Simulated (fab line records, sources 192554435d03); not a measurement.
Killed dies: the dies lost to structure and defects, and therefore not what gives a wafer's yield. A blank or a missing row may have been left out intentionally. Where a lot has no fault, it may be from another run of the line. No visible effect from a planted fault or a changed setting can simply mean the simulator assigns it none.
fab line records	flow n5-finfet
record lots=10	wafers=30	last-day=17
route steps=1938 shown BEOL_M6@1256 BEOL_M7@1264 PASSIVATION@1936
lots with no fault: from the same line, run without faults
start-h: hours from the record's opening day to when the first of the lot's shown wafers began	wait-h: hours elapsed since this lot's preceding step	" identical to the entry in the row above	L1.1+2: one row covering several wafers at once	- either no value or no given start	* or withheld: withheld	< > ~ a bound
route shown NAME@n: a module of which the file shows steps, and the number in the route of the first	usual: mean/standard deviation taken from wafers without a fault	same: alike in all rows	chamber/n: place in a boat	sites: per-site readings	_std_site: standard deviation across them	_edge_site: inner sites' mean taken away from outer sites' mean	radius-mm: how far each site lies from the wafer's centre	mask NAME#n: copy n	behind: the most recent tool/chamber to have shaped the wafer	hold: reason for holding the lot/hours on hold/outcome of the hold	device: the n, p or np transistor that did not switch	end of line: at the end of the route, the tests of the same wafers	a step without rows: its recipe alone	killed: dies lost to structure and defects at the first sort, not the wafer's yield	map: shows each die of a wafer: x if killed, . if not, _ if none is there
set.NAME: the setting the step ran with; set.NAME@STEP: the setting that earlier step ran with	model.NAME: the simulator's own value behind a step, which no gauge read
steps of the route over a sample of lots; a table a step, a row a wafer
services: from which hour (start-h, from the record's first day; less than 0 if before it) a tool's chamber was out of use, for how many hours, and why
## steps
# step N5_BEOL_M6_ANNEAL_51
# recipe temp-c=225	time-s=90	ambient=N2
# usual wafer_temp_C_max=226.6/0.4
lot.wafer	tool	chamber	start-h	wait-h	wafer_temp_C_max
L434.1	rtp-anneal-02	0	192.08	0.1	226.4
L434.2	"	0	"	"	226.6
L434.4	"	0	"	"	226.4
L436.1	rtp-anneal-02	0	201.90	0.4	226.1
L436.4	"	0	"	"	226.2
L436.6	"	0	"	"	226.3
L435.1	rtp-anneal-01	0	204.11	0.1	226.6
L435.2	"	0	"	"	226.3
L435.4	"	0	"	"	227.3
L439.1	rtp-anneal-01	0	225.64	0.1	226.4
L439.2	"	0	"	"	226.3
L439.6	"	0	"	"	226.8
L444.2	rtp-anneal-01	0	257.42	0.3	227.0
L444.4	"	0	"	"	226.6
L444.5	"	0	"	"	226.4
L445.1	rtp-anneal-01	0	260.66	0.2	226.3
L445.2	"	0	"	"	226.2
L445.6	"	0	"	"	226.4
L447.1	rtp-anneal-01	0	279.75	0.8	226.8
L447.4	"	0	"	"	227.2
L447.5	"	0	"	"	226.6
L452.1	rtp-anneal-02	0	306.89	0.4	226.6
L452.4	"	0	"	"	226.9
L452.6	"	0	"	"	226.2
L455.1	rtp-anneal-01	0	317.55	0.3	227.0
L455.4	"	0	"	"	226.9
L455.5	"	0	"	"	226.8
L456.3	rtp-anneal-01	0	327.37	0.1	227.4
L456.4	"	0	"	"	226.8
L456.5	"	0	"	"	226.7
# step N5_BEOL_M7_CURE_74
# recipe temp-c=385	time-s=240	ambient=He/Ar	material=SiCOH_lowk
# usual lamp-power-pct=52.31/0.051	wafer_temp_C_max=386.9/0.52
lot.wafer	tool	chamber	start-h	wait-h	lamp-power-pct	wafer_temp_C_max
L434.1	uv-cure-03	2	192.96	0.0	52.29	386.8
L434.2	"	2	"	"	52.38	387.5
L434.4	"	2	"	"	52.28	387.5
L436.1	uv-cure-03	1	203.18	0.0	52.29	387.2
L436.4	"	1	"	"	52.26	387.3
L436.6	"	1	"	"	52.31	387.0
L435.1	uv-cure-03	2	205.00	0.0	52.29	388.5
L435.2	"	2	"	"	52.20	387.4
L435.4	"	2	"	"	52.34	386.9
L439.1	uv-cure-03	0	226.80	0.3	52.35	387.4
L439.2	"	0	"	"	52.29	386.4
L439.6	"	0	"	"	52.25	386.9
L444.2	uv-cure-03	2	258.40	0.2	52.30	387.4
L444.4	"	2	"	"	52.38	387.2
L444.5	"	2	"	"	52.27	387.7
L445.1	uv-cure-01	0	261.54	0.0	52.37	386.8
L445.2	"	0	"	"	52.30	386.4
L445.6	"	0	"	"	52.32	387.4
L447.1	uv-cure-02	1	280.63	0.1	52.32	387.8
L447.4	"	1	"	"	52.29	387.0
L447.5	"	1	"	"	52.41	386.8
L452.1	uv-cure-01	1	307.77	0.1	52.42	387.4
L452.4	"	1	"	"	52.27	387.2
L452.6	"	1	"	"	52.37	386.7
L455.1	uv-cure-03	2	318.87	0.5	52.31	387.3
L455.4	"	2	"	"	52.39	386.8
L455.5	"	2	"	"	52.28	387.3
L456.3	uv-cure-02	2	328.38	0.3	52.38	386.0
L456.4	"	2	"	"	52.29	385.9
L456.5	"	2	"	"	52.35	386.1
# step N5_BEOL_M7_PECVD_70
# recipe material=SiO2	target-thk-a=200	temp-c=400	precursor=TEOS/O2	pressure-torr=5.5	rf-w=450	teos-flow-sccm=53.8	gas=O2	flow-sccm=3000	time-s=22.7
# usual heater-power-w=737/87	showerhead-plenum-p-Torr=8.76/0.067	throttle-valve-pct=21.9/1.1
lot.wafer	tool	chamber	start-h	wait-h	heater-power-w	showerhead-plenum-p-Torr	throttle-valve-pct
L434.1	pecvd-02	0	193.51	0.0	715	8.69	22.0
L434.2	"	2	"	"	800	8.85	24.2
L434.4	"	2	"	"	639	8.86	24.2
L436.1	pecvd-03	1	203.73	0.0	619	8.84	22.6
L436.4	"	0	"	"	745	8.72	22.7
L436.6	"	2	"	"	821	8.84	20.0
L435.1	pecvd-03	1	205.55	0.0	617	8.83	22.3
L435.2	"	0	"	"	728	8.70	22.2
L435.4	"	1	"	"	614	8.80	22.2
L439.1	pecvd-02	1	227.35	0.0	785	8.70	22.4
L439.2	"	0	"	"	657	8.70	21.9
L439.6	"	0	"	"	663	8.70	22.0
L444.2	pecvd-02	0	259.27	0.0	711	8.69	22.0
L444.4	"	2	"	"	737	8.84	21.0
L444.5	"	1	"	"	820	8.68	22.3
L445.1	pecvd-02	0	262.09	0.0	621	8.71	22.0
L445.2	"	2	"	"	626	8.83	21.0
L445.6	"	0	"	"	626	8.70	21.8
L447.1	pecvd-03	2	281.67	0.0	760	8.82	19.6
L447.4	"	2	"	"	758	8.83	19.6
L447.5	"	2	"	"	739	8.84	20.0
L452.1	pecvd-03	2	308.32	0.0	890	8.81	20.1
L452.4	"	1	"	"	630	8.84	22.6
L452.6	"	2	"	"	899	8.82	19.9
L455.1	pecvd-04	2	319.42	0.0	845	8.73	21.8
L455.4	"	2	"	"	825	8.73	22.1
L455.5	"	0	"	"	799	8.69	23.5
L456.3	pecvd-03	2	328.77	0.0	761	8.80	20.0
L456.4	"	1	"	"	609	8.85	22.4
L456.5	"	2	"	"	767	8.82	20.2
# step N5_BEOL_M7_INSPECT_13
# recipe mode=adi	inspect-instrument=brightfield
# usual raw-defect-count=402/87
lot.wafer	tool	chamber	start-h	wait-h	raw-defect-count
L434.1	defect-inspect-02	-	194.73	0.0	336
L434.2	"	-	"	"	421
L434.4	"	-	"	"	403
L436.1	defect-inspect-01	-	205.01	0.0	330
L436.4	"	-	"	"	485
L436.6	"	-	"	"	504
L435.1	defect-inspect-01	-	207.74	0.0	406
L435.2	"	-	"	"	342
L435.4	"	-	"	"	550
L439.1	defect-inspect-01	-	229.94	0.0	502
L439.2	"	-	"	"	413
L439.6	"	-	"	"	339
L444.2	defect-inspect-01	-	260.07	0.0	310
L444.4	"	-	"	"	1646
L444.5	"	-	"	"	344
L445.1	defect-inspect-01	-	263.56	0.0	457
L445.2	"	-	"	"	1717
L445.6	"	-	"	"	423
L447.1	defect-inspect-01	-	282.31	0.0	263
L447.4	"	-	"	"	334
L447.5	"	-	"	"	333
L452.1	defect-inspect-02	-	311.54	0.0	355
L452.4	"	-	"	"	404
L452.6	"	-	"	"	408
L455.1	defect-inspect-01	-	320.28	0.0	536
L455.4	"	-	"	"	356
L455.5	"	-	"	"	484
L456.3	defect-inspect-01	-	331.42	0.0	364
L456.4	"	-	"	"	470
L456.5	"	-	"	"	253
# step N5_BEOL_M7_STRIP_67
# recipe chemistry=CF4	resist=SiARC	power-w=300	bias-power-w=75	pressure-mtorr=50	cf4-flow-sccm=150	rf-frequency-hz=6e+07
# usual drypump-motor-current-A=5.8/0.41	oes-product-au=0.77/0.076	rf-vpp-V=270.8/1.7	showerhead-plenum-p-Torr=1.78/0.068	throttle-valve-pct=13.59/0.23
lot.wafer	tool	chamber	start-h	wait-h	drypump-motor-current-A	oes-product-au	rf-hours-counter-h	rf-vpp-V	showerhead-plenum-p-Torr	throttle-valve-pct
L434.1	rie-diel-05	3	195.01	0.0	5.5	0.74	187	270.9	1.73	13.63
L434.2	"	1	"	"	5.7	0.78	113	266.7	1.67	13.74
L434.4	"	0	"	"	6.0	0.69	211	268.8	1.71	13.84
L436.1	rie-diel-05	2	205.28	0.0	5.5	0.88	42	273.8	1.83	13.21
L436.4	"	3	"	"	5.6	0.74	-	268.7	1.73	13.65
L436.6	"	0	"	"	6.1	0.69	-	267.7	1.71	13.88
L435.1	rie-diel-04	0	208.02	0.0	6.6	0.80	111	274.0	1.89	13.81
L435.2	"	1	"	"	6.5	0.72	185	271.2	1.78	13.53
L435.4	"	3	"	"	5.4	0.86	67	270.0	1.75	13.33
L439.1	rie-diel-04	1	230.22	0.0	6.5	0.71	191	270.8	1.78	13.53
L439.2	"	2	"	"	5.6	0.74	153	271.6	1.80	13.38
L439.6	"	1	"	"	6.5	0.72	-	271.2	1.78	13.54
L444.2	rie-diel-04	1	260.48	0.0	6.5	0.71	201	272.3	1.77	13.56
L444.4	"	2	"	"	5.6	0.74	163	271.4	1.80	13.39
L444.5	"	0	"	"	6.5	0.79	-	272.5	1.89	13.82
L445.1	rie-diel-05	0	263.83	0.0	6.0	0.68	234	270.8	1.71	13.91
L445.2	"	1	"	"	5.8	0.76	128	268.0	1.66	13.75
L445.6	"	0	"	"	6.0	0.68	-	270.3	1.71	13.92
L447.1	rie-diel-05	1	282.59	0.0	5.6	0.77	135	268.0	1.66	13.77
L447.4	"	2	"	"	5.6	0.85	62	270.9	1.83	13.26
L447.5	"	1	"	"	5.7	0.76	-	268.3	1.66	13.77
L452.1	rie-diel-01	0	311.81	0.0	5.3	0.89	41	272.6	1.84	13.29
L452.4	"	1	"	"	5.6	0.69	226	270.4	1.78	13.88
L452.6	"	1	"	"	5.6	0.69	-	269.8	1.78	13.86
L455.1	rie-diel-04	3	320.55	0.0	5.4	0.82	100	270.3	1.74	13.42
L455.4	"	2	"	"	5.6	0.72	179	271.5	1.80	13.43
L455.5	"	1	"	"	6.5	0.69	-	270.3	1.77	13.61
L456.3	rie-diel-05	0	332.07	0.0	6.0	0.95	3	273.6	1.91	13.35
L456.4	"	3	"	"	5.5	0.71	-	269.3	1.72	13.72
L456.5	"	2	"	"	5.5	0.82	-	272.1	1.82	13.28
# step N5_PASSIVATION_PROBE_49
# usual defect-limited-yield=91.0/1.4	killed_at_M0_to_M3=35/10	killed_at_M4_up=13/6	killed-at-contacts=13/6.4	killed-at-front-end=42/12	killed-at-other=3.2/2.4	killed-dies=107/17	killed-open=69/13	killed-short=33/7.3	sort_bin_4_leakage=0.00/0.022	sort_bin_5_function=5.3/0.92	sort_bin_6_memory=3.3/0.66	sort_bin_8_speed=0.00/0.035	sort-n-pass=1073/17	sort-yield-pct=90.9/1.4
# same gross-dies=1180	killed-at-back-side=0
lot.wafer	tool	chamber	start-h	wait-h	defect-limited-yield[%]	killed_at_M0_to_M3	killed_at_M4_up	killed-at-contacts	killed-at-front-end	killed-at-other	killed-dies	killed-open	killed-short	sort_bin_4_leakage[%]	sort_bin_5_function[%]	sort_bin_6_memory[%]	sort_bin_8_speed[%]	sort-n-pass	sort-yield-pct[%]
L444.2	prober-01	-	334.07	0.1	93.8	19	9	12	33	0	73	50	15	0	3.6	2.6	0	1107	93.8
L444.4	prober-01	-	334.17	0.2	81.1	25	161	9	27	1	223	46	19	0	11.1	3.4	0	957	81.1
L444.5	prober-01	-	334.22	0.2	91.5	36	16	6	41	1	100	62	29	0	5.2	3.1	0	1080	91.5
L445.1	prober-01	-	353.77	0.0	92.0	29	14	15	34	2	94	54	31	0.08	4.9	2.7	0	1085	91.9
L445.2	prober-01	-	353.82	0.1	80.0	13	160	8	52	3	236	52	22	0	12.2	3.9	0	944	80.0
L445.6	prober-01	-	354.02	0.3	93.6	36	10	8	22	0	76	50	24	0	3.1	3.2	0	1104	93.6
L447.4	prober-02	-	369.11	0.2	94.1	22	7	10	25	6	70	39	28	0	3.7	1.9	0	1110	94.1
L452.1	prober-02	-	392.04	0.0	89.3	22	7	24	67	6	126	89	37	0	6.2	4.0	0	1054	89.3
L452.4	prober-02	-	392.19	0.2	89.6	30	14	18	60	1	123	89	34	0	5.9	4.2	0	1057	89.6
L452.6	prober-02	-	392.29	0.3	90.5	40	6	9	55	2	112	77	35	0	6.0	3.1	0	1068	90.5
L455.1	prober-02	-	409.21	0.0	93.0	33	8	17	22	3	83	60	21	0	3.1	3.5	0	1097	93.0
L455.4	prober-02	-	409.36	0.2	92.0	41	5	17	27	4	94	59	34	0	5.1	2.5	0	1086	92.0
L455.5	prober-02	-	409.41	0.2	91.8	25	13	14	42	3	97	63	32	0	4.7	2.7	0	1083	91.8
L456.3	prober-01	-	411.02	0.1	91.6	35	8	12	43	1	99	66	28	0	4.4	3.6	0	1081	91.6
L456.4	prober-01	-	411.07	0.2	91.9	33	6	8	48	1	96	66	27	0	5.0	2.5	0	1084	91.9
L456.5	prober-01	-	411.12	0.2	90.3	32	2	22	52	6	114	76	35	0	6.4	3.1	0	1066	90.3
# killed by level:class
L444.2 FIN_SAQP:geometric-particle:open=11 MOL_CONTACT_COAG:geometric-particle:open=9 FIN_SAQP:geometric-particle:short=5 STARTING-WAFER:geometric-particle:open=5 BEOL_M0_SAQP:geometric-particle:open=4 BEOL_M0_SAQP:geometric-particle:short=4 BEOL_M1:geometric-particle:open=3 BEOL_M6:geometric-particle:open=3
L444.4 BEOL_M7:unspecified=154 FIN_SAQP:geometric-particle:open=7 DUMMY_GATE:geometric-particle:open=6 MOL_CONTACT_COAG:geometric-particle:open=6 BEOL_M0_SAQP:geometric-particle:short=5 BEOL_M1:geometric-particle:open=5 BEOL_M2:geometric-particle:open=4 BEOL_M6:geometric-particle:open=4
L444.5 FIN_SAQP:geometric-particle:open=17 BEOL_M1:geometric-particle:open=11 FIN_SAQP:geometric-particle:short=9 BEOL_M0_SAQP:geometric-particle:open=8 BEOL_M4:geometric-particle:open=7 GATE_CUT:geometric-particle:short=5 BEOL_M0_SAQP:geometric-particle:short=4 MOL_CONTACT_COAG:geometric-particle:short=3
L445.1 BEOL_M4:geometric-particle:open=9 DUMMY_GATE:geometric-particle:open=8 FIN_SAQP:geometric-particle:short=7 MOL_CONTACT_COAG:geometric-particle:open=7 STI_FIN_REVEAL:geometric-particle:open=6 BEOL_M0_SAQP:geometric-particle:open=6 BEOL_M2:geometric-particle:open=5 BEOL_M0_SAQP:geometric-particle:short=5
L445.2 BEOL_M7:unspecified=153 STI_FIN_REVEAL:geometric-particle:open=18 MOL_CONTACT_COAG:geometric-particle:open=5 FIN_SAQP:geometric-particle:open=4 STI_FIN_REVEAL:geometric-particle:short=4 DUMMY_GATE:geometric-particle:open=4 GATE_CUT:geometric-particle:short=4 BEOL_M2:geometric-particle:open=4
L445.6 STI_FIN_REVEAL:geometric-particle:open=9 BEOL_M0_SAQP:geometric-particle:short=8 BEOL_M0_SAQP:geometric-particle:open=7 BEOL_M4:geometric-particle:open=7 BEOL_M2:geometric-particle:open=7 BEOL_M3:geometric-particle:open=7 MOL_CONTACT_COAG:geometric-particle:open=4 MOL_CONTACT_COAG:geometric-particle:short=3
L447.4 BEOL_M0_SAQP:geometric-particle:short=8 FIN_SAQP:geometric-particle:open=6 FIN_SAQP:geometric-particle:short=6 MOL_CONTACT_COAG:geometric-particle:open=6 BEOL_M1:geometric-particle:open=5 MIM_TOP_ETCH:geometric-particle:open=4 BEOL_M0_SAQP:geometric-particle:open=3 BEOL_M3:geometric-particle:open=3
L452.1 STI_FIN_REVEAL:geometric-particle:open=26 MOL_CONTACT_COAG:geometric-particle:open=16 FIN_SAQP:geometric-particle:open=13 MOL_CONTACT_COAG:geometric-particle:short=8 BEOL_M3:geometric-particle:open=7 FIN_SAQP:geometric-particle:short=6 BEOL_M0_SAQP:geometric-particle:short=5 GATE_CUT:geometric-particle:open=3
L452.4 FIN_SAQP:geometric-particle:open=19 STI_FIN_REVEAL:geometric-particle:open=17 MOL_CONTACT_COAG:geometric-particle:open=15 FIN_SAQP:geometric-particle:short=10 BEOL_M0_SAQP:geometric-particle:short=6 BEOL_M0_SAQP:geometric-particle:open=6 BEOL_M2:geometric-particle:open=6 BEOL_M3:geometric-particle:open=4
L452.6 BEOL_M3:geometric-particle:open=16 STI_FIN_REVEAL:geometric-particle:open=13 FIN_SAQP:geometric-particle:open=12 BEOL_M0_SAQP:geometric-particle:open=10 BEOL_M0_SAQP:geometric-particle:short=6 MOL_CONTACT_COAG:geometric-particle:open=5 FIN_SAQP:geometric-particle:short=4 DUMMY_GATE:geometric-particle:open=4
L455.1 MOL_CONTACT_COAG:geometric-particle:open=13 BEOL_M0_SAQP:geometric-particle:open=11 STI_FIN_REVEAL:geometric-particle:open=5 BEOL_M4:geometric-particle:open=5 BEOL_M3:geometric-particle:open=4 MOL_CONTACT_COAG:geometric-particle:short=4 BEOL_M0_SAQP:geometric-particle:short=4 BEOL_M0:geometric-particle:open=4
L455.4 MOL_CONTACT_COAG:geometric-particle:open=13 BEOL_M0_SAQP:geometric-particle:open=10 BEOL_M0_SAQP:geometric-particle:short=7 GATE_CUT:geometric-particle:short=6 BEOL_M2:geometric-particle:open=5 BEOL_M3:geometric-particle:open=5 BEOL_M3:geometric-particle:short=5 MOL_CONTACT_COAG:geometric-particle:short=4
L455.5 STI_FIN_REVEAL:geometric-particle:open=13 MOL_CONTACT_COAG:geometric-particle:open=11 BEOL_M2:geometric-particle:open=8 FIN_SAQP:geometric-particle:open=7 BEOL_M4:geometric-particle:open=6 STARTING-WAFER:geometric-particle:open=5 FIN_SAQP:geometric-particle:short=4 GATE_CUT:geometric-particle:short=4
L456.3 FIN_SAQP:geometric-particle:open=16 BEOL_M1:geometric-particle:open=12 MOL_CONTACT_COAG:geometric-particle:open=10 GATE_CUT:geometric-particle:short=5 BEOL_M0_SAQP:geometric-particle:open=5 BEOL_M0_SAQP:geometric-particle:short=5 STI_FIN_REVEAL:geometric-particle:open=4 DUMMY_GATE:geometric-particle:open=3
L456.4 STI_FIN_REVEAL:geometric-particle:open=10 BEOL_M0_SAQP:geometric-particle:open=9 FIN_SAQP:geometric-particle:open=8 BEOL_M1:geometric-particle:open=7 BEOL_M3:geometric-particle:open=7 ILD0:geometric-particle:open=5 BEOL_M0_SAQP:geometric-particle:short=5 FIN_SAQP:geometric-particle:short=4
L456.5 STI_FIN_REVEAL:geometric-particle:open=20 MOL_CONTACT_COAG:geometric-particle:open=17 BEOL_M0_SAQP:geometric-particle:short=9 FIN_SAQP:geometric-particle:short=6 BEOL_M0_SAQP:geometric-particle:open=6 BEOL_M3:geometric-particle:open=6 MOL_CONTACT_COAG:geometric-particle:short=5 STARTING-WAFER:geometric-particle:open=5
## services
tool	chamber	start-h	hours	kind
pecvd-02	2	170.10	5.5	scheduled-down
rie-diel-04	2	186.18	3.8	repair
uv-cure-02	-	190.28	1.0	pm
pecvd-03	-	191.07	6.0	pm
rie-diel-05	1	199.14	22.3	repair
rie-diel-04	-	219.11	0.4	repair
uv-cure-01	-	220.82	7.1	pm
pecvd-03	-	237.63	2.8	pm
pecvd-03	-	242.42	0.2	repair
pecvd-04	-	245.96	0.8	repair
uv-cure-03	-	246.03	7.1	pm
rie-diel-05	2	262.35	13.6	repair
pecvd-03	0	276.47	5.5	scheduled-down
rie-diel-05	-	292.60	0.7	repair
uv-cure-02	-	307.73	6.0	pm
rie-diel-05	0	312.77	-	clean
rie-diel-05	0	312.77	-	consumable-replace:focus-ring
rie-diel-05	0	312.77	-	consumable-replace:showerhead
rie-diel-05	0	312.77	11.7	scheduled-down
rie-diel-05	0	312.77	11.7	vent-cycle
uv-cure-02	-	313.73	7.1	pm
pecvd-02	-	318.85	1.7	repair
rie-diel-05	1	328.40	64.7	repair
uv-cure-01	-	331.57	6.0	pm
## key
first-sign step=N5_BEOL_M7_INSPECT_13	reading=raw-defect-count	direction=up	sigmas=15	usual=402	struck=1682
effect step=N5_PASSIVATION_PROBE_49	reading=killed_at_M4_up	direction=up	sigmas=24	usual=13	struck=160
more-kills-born-at N5_BEOL_M7_PECVD_70@pecvd-02=307
met-at N5_BEOL_M7_PECVD_70
struck-lots L444,L445
struck-wafers L444.4,L445.2
not-acting-at N5_BEOL_M6_ANNEAL_51,N5_BEOL_M7_CURE_74,N5_BEOL_M7_STRIP_67
onset-between 193.51 259.27
fault kind=chamber-particle-source	tool=pecvd-02	chamber=2	onset-h=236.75	steps=N5_BEOL_M7_PECVD_70	rate-per-visit-cm2=2.0156
